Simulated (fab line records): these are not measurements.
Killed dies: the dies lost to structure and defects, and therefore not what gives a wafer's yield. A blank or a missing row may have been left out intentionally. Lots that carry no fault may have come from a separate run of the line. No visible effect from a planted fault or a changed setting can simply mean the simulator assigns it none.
2 desks looking at one fault | flow n5Finfet | every desk sees just its own numbers, and what lay behind them comes last

THE METROLOGY DESK
What the gauges read for every lot (on any tool): the sampled wafers with a number, averaged. Marked OUT: a lot whose mean sits more than 4 standard deviations from the usual mean, which makes it out of limits; the brackets give that distance.
Columns: A = PAD_OVL at N5_PASSIVATION_OVL_MEAS_63, usual -5 nm
lot  | first seen here | A
L951 | day 12 02:35    | -7
L953 | day 12 11:30    | -5
L956 | day 13 01:22    | -8
L958 | day 13 12:48    | -16
L959 | day 13 16:54    | -8
L966 | day 15 18:37    | -7
L968 | day 16 09:13    | -5
L971 | day 17 02:43    | 2
L973 | day 17 05:59    | -3
L972 | day 17 08:46    | -17
L974 | day 18 09:11    | -5
Finding of this desk: none of the 11 lots has anything out of limits.

AT THE TOOL OWNER'S DESK: rieMetal-01
The tool's own readings at N5_GATE_CUT_VAPOR_ETCH_49 (etches TiAlC in BCl3/Cl2): means of the sampled wafers that have a number, for each lot that ran on this tool. Marked OUT: a lot whose mean sits more than 4 standard deviations from the usual mean, which makes it out of limits; the brackets give that distance.
Columns: A = drypumpMotorCurrentA at N5_GATE_CUT_VAPOR_ETCH_49, usual 5.8 A; B = oesProductAu at N5_GATE_CUT_VAPOR_ETCH_49, usual 0.75 a.u.
lot  | first seen here | A   | B
L951 | day 4 17:46     | 5.3 | 0.66
L958 | day 6 11:34     | 5.6 | 0.67
L959 | day 6 17:18     | 5.6 | 0.66
L966 | day 8 09:23     | 6.0 | 0.68
L968 | day 8 20:07     | 5.3 | 0.64
Finding of this desk: none of the 5 lots has anything out of limits.

PUT TOGETHER
From the metrology desk's view, nothing was out of limits.
The desk of the tool owner found nothing out of limits.

WHAT WAS PUT IN BY THE SIMULATOR
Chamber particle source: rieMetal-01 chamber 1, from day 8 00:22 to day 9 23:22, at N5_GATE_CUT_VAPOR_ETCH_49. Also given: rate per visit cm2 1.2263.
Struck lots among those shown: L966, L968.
